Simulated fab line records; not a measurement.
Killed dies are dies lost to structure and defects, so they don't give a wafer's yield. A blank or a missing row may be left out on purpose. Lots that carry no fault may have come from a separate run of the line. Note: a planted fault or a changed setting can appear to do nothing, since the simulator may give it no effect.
Split-lot study / flow n5Finfet / 21 wafers read across 7 lots, on a route 1938 steps long

ON THE SPLIT
At N5_BEOL_M14_SPUTTER_43 (material TaN, target thk 15 nm, time 24.19 s), the setting powerW was moved away from the recipe's 15000 W on 8 of the 21 wafers read, by +7.7% to +14.7%. All remaining wafers had this setting at the recipe value.

The reading is taken at the split's own step.

THE READING
TaN_of_BEOL_M14_SPUTTER_43.thkNm (the simulator's own value, which no gauge read), in nm, at N5_BEOL_M14_SPUTTER_43 (material TaN, target thk 15 nm, time 24.19 s). No usual value for it is given in the file. Across the 13 wafers here that went through the recipe, the average is 15.0 nm and the standard deviation 0.095 nm.

wafer=L080.4; tool, chamber at the split=pvdSputter-01, -; powerW as run, W=16150; against the recipe=+7.7%; TaN_of_BEOL_M14_SPUTTER_43.thkNm, nm=16.2; against lot-mates on the recipe=no lot-mate on the recipe
wafer=L080.5; tool, chamber at the split=pvdSputter-01, -; powerW as run, W=16150; against the recipe=+7.7%; TaN_of_BEOL_M14_SPUTTER_43.thkNm, nm=16.2; against lot-mates on the recipe=no lot-mate on the recipe
wafer=L080.6; tool, chamber at the split=pvdSputter-01, -; powerW as run, W=16150; against the recipe=+7.7%; TaN_of_BEOL_M14_SPUTTER_43.thkNm, nm=16.2; against lot-mates on the recipe=no lot-mate on the recipe
wafer=L084.2; tool, chamber at the split=pvdSputter-03, -; powerW as run, W=15000; against the recipe=recipe; TaN_of_BEOL_M14_SPUTTER_43.thkNm, nm=15; against lot-mates on the recipe=-
wafer=L084.4; tool, chamber at the split=pvdSputter-03, -; powerW as run, W=15000; against the recipe=recipe; TaN_of_BEOL_M14_SPUTTER_43.thkNm, nm=15; against lot-mates on the recipe=-
wafer=L084.5; tool, chamber at the split=pvdSputter-03, -; powerW as run, W=15000; against the recipe=recipe; TaN_of_BEOL_M14_SPUTTER_43.thkNm, nm=15; against lot-mates on the recipe=-
wafer=L086.1; tool, chamber at the split=pvdSputter-01, -; powerW as run, W=15000; against the recipe=recipe; TaN_of_BEOL_M14_SPUTTER_43.thkNm, nm=15.2; against lot-mates on the recipe=-
wafer=L086.2; tool, chamber at the split=pvdSputter-01, -; powerW as run, W=16260; against the recipe=+8.4%; TaN_of_BEOL_M14_SPUTTER_43.thkNm, nm=16.2; against lot-mates on the recipe=+1.0
wafer=L086.3; tool, chamber at the split=pvdSputter-01, -; powerW as run, W=16260; against the recipe=+8.4%; TaN_of_BEOL_M14_SPUTTER_43.thkNm, nm=16.2; against lot-mates on the recipe=+1.0
wafer=L092.2; tool, chamber at the split=pvdSputter-01, -; powerW as run, W=15000; against the recipe=recipe; TaN_of_BEOL_M14_SPUTTER_43.thkNm, nm=14.8; against lot-mates on the recipe=-
wafer=L092.5; tool, chamber at the split=pvdSputter-01, -; powerW as run, W=15000; against the recipe=recipe; TaN_of_BEOL_M14_SPUTTER_43.thkNm, nm=14.8; against lot-mates on the recipe=-
wafer=L092.4; tool, chamber at the split=pvdSputter-01, -; powerW as run, W=15000; against the recipe=recipe; TaN_of_BEOL_M14_SPUTTER_43.thkNm, nm=15; against lot-mates on the recipe=-
wafer=L093.3; tool, chamber at the split=pvdSputter-03, -; powerW as run, W=15000; against the recipe=recipe; TaN_of_BEOL_M14_SPUTTER_43.thkNm, nm=15; against lot-mates on the recipe=-
wafer=L093.6; tool, chamber at the split=pvdSputter-03, -; powerW as run, W=15000; against the recipe=recipe; TaN_of_BEOL_M14_SPUTTER_43.thkNm, nm=15; against lot-mates on the recipe=-
wafer=L093.4; tool, chamber at the split=pvdSputter-03, -; powerW as run, W=17020; against the recipe=+13.5%; TaN_of_BEOL_M14_SPUTTER_43.thkNm, nm=17.2; against lot-mates on the recipe=+2.2
wafer=L094.1; tool, chamber at the split=pvdSputter-01, -; powerW as run, W=15000; against the recipe=recipe; TaN_of_BEOL_M14_SPUTTER_43.thkNm, nm=15; against lot-mates on the recipe=-
wafer=L094.5; tool, chamber at the split=pvdSputter-01, -; powerW as run, W=15000; against the recipe=recipe; TaN_of_BEOL_M14_SPUTTER_43.thkNm, nm=15; against lot-mates on the recipe=-
wafer=L094.6; tool, chamber at the split=pvdSputter-01, -; powerW as run, W=15000; against the recipe=recipe; TaN_of_BEOL_M14_SPUTTER_43.thkNm, nm=15; against lot-mates on the recipe=-
wafer=L097.2; tool, chamber at the split=pvdSputter-02, -; powerW as run, W=15000; against the recipe=recipe; TaN_of_BEOL_M14_SPUTTER_43.thkNm, nm=15; against lot-mates on the recipe=-
wafer=L097.4; tool, chamber at the split=pvdSputter-02, -; powerW as run, W=17200; against the recipe=+14.7%; TaN_of_BEOL_M14_SPUTTER_43.thkNm, nm=17; against lot-mates on the recipe=+2.0
wafer=L097.6; tool, chamber at the split=pvdSputter-02, -; powerW as run, W=17200; against the recipe=+14.7%; TaN_of_BEOL_M14_SPUTTER_43.thkNm, nm=17; against lot-mates on the recipe=+2.0

THE FIT
A straight line over all 21 wafers: TaN_of_BEOL_M14_SPUTTER_43.thkNm changes by +0.147 nm for each +1% of powerW; r = +0.99; the points scatter about the line by 0.11 nm.
The same after taking each lot's own level away (the mean of its wafers on the recipe; 18 wafers): +0.14 nm for each +1%; r = +0.99; scatter 0.11 nm.
According to that fit, moving powerW by its largest amount changes the reading by 2.1 nm.
From 14.87 to 15.20 nm: that is the span of the lots' own levels, equal to 3.5 times the standard deviation above.
So the lot-to-lot level changes the slope little: the two slopes agree.
Check: with one of the wafers moved furthest among these (+14.7%) left out of the fit, the line predicts +2.07 nm for it against its lot-mates. Against them it came out at +2 nm.

OTHER SPLITS ON THESE WAFERS
These wafers also went through other splits before the reading. Each is held against what the fit with the lots' levels taken away leaves over:
other split on the same wafers=N5_BEOL_M10_TRENCH_ETCH_37 biasW; wafers away from the commonest value=5; r with TaN_of_BEOL_M14_SPUTTER_43.thkNm (lot level and that fit taken away)=+0.06
other split on the same wafers=N5_BEOL_M10_ETCH_41 sourceW; wafers away from the commonest value=8; r with TaN_of_BEOL_M14_SPUTTER_43.thkNm (lot level and that fit taken away)=+0.37
other split on the same wafers=N5_BEOL_M11_EXPOSE_25 doseMj; wafers away from the commonest value=6; r with TaN_of_BEOL_M14_SPUTTER_43.thkNm (lot level and that fit taken away)=-0.21
other split on the same wafers=N5_BEOL_M11_VIA_ETCH_34 timeS; wafers away from the commonest value=9; r with TaN_of_BEOL_M14_SPUTTER_43.thkNm (lot level and that fit taken away)=-0.06
other split on the same wafers=N5_BEOL_M12_ILD_DEP_00 timeS; wafers away from the commonest value=9; r with TaN_of_BEOL_M14_SPUTTER_43.thkNm (lot level and that fit taken away)=-0.17
other split on the same wafers=N5_BEOL_M12_SPUTTER_44 timeS; wafers away from the commonest value=9; r with TaN_of_BEOL_M14_SPUTTER_43.thkNm (lot level and that fit taken away)=+0.24

FILE'S OWN FIT
TaN_of_BEOL_M14_SPUTTER_43.thkNm changes by +0.144 nm for each +1% of powerW, r = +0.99.
